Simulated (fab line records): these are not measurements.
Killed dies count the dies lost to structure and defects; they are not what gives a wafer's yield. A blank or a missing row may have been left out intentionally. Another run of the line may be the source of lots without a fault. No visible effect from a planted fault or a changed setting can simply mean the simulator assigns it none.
Matching of chambers	flow n5Finfet	aldSin-02 running N5_GATE_CUT_SAC_CAP_01: 4 sister chambers
The step material SiNx, target thk 24 nm, pulse time 1 s, ald cycles 480. 16 wafers are shown with their chamber, then 8 later ones without.

== WAFERS, EACH WITH ITS CHAMBER ==
wafer	chamber	heaterPowerW (W)	susceptorTempC (C)	precursorPulseHeightRel
L075.3	1	960	400.39	0.995
L075.4	2	691	400.03	0.972
L075.6	2	688	399.75	0.977
L077.1	0	796	400.28	0.997
L077.4	1	999	400.34	0.979
L077.5	0	805	400.08	0.998
L082.1	1	988	399.65	0.984
L082.4	3	731	399.93	1.025
L082.5	2	685	400.13	1.045
L083.1	3	728	399.82	0.969
L083.2	0	797	399.69	1.021
L083.3	1	997	399.75	1.002
L084.2	1	998	400.34	1.020
L084.4	0	806	400.27	0.969
L084.5	1	1017	400.27	0.971
L086.1	3	732	400.08	1.011

SIGNATURES, as means of the wafers listed above
reading	chamber 0	chamber 1	chamber 2	chamber 3	scatter within a chamber
heaterPowerW	801.00	993.17	688.00	730.33	12.5
susceptorTempC	400.0800	400.1233	399.9700	399.9433	0.272
precursorPulseHeightRel	0.99625	0.99183	0.99800	1.00167	0.0257
Rule: for a wafer and a chamber, the distance is found by dividing, reading by reading, the gap between the wafer's reading and the chamber's mean by the reading's scatter, squaring, summing and taking the root. If the next closest chamber is less than 2 further off than the closest, the wafer can't be placed; otherwise it belongs to the closest. The scatter: take each reading less its chamber's mean, square it, sum over the shown wafers, divide by the number of wafers less the number of chambers, and take the root.

== WAFERS WHOSE CHAMBER IS MISSING ==
wafer	heaterPowerW (W)	susceptorTempC (C)	precursorPulseHeightRel
L086.3	1004	399.65	1.042
L086.4	1015	399.68	0.985
L088.3	806	400.03	1.001
L088.4	791	399.82	0.990
L088.5	729	399.80	0.983
L097.1	756	399.93	1.008
L097.3	709	400.05	0.998
L097.6	850	400.36	0.990

== THE CHAMBER EACH PASSED THROUGH ==
wafer	from the rows above	in truth
L086.3	1	1
L086.4	1	1
L088.3	0	0
L088.4	0	0
L088.5	3	3
L097.1	can't be placed: 3 or 0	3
L097.3	can't be placed: 2 or 3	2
L097.6	0	0
Correctly placed: 6 of 8. These rows do not allow placing 2 (true chamber among the candidates in 2). 0 placed wrongly.
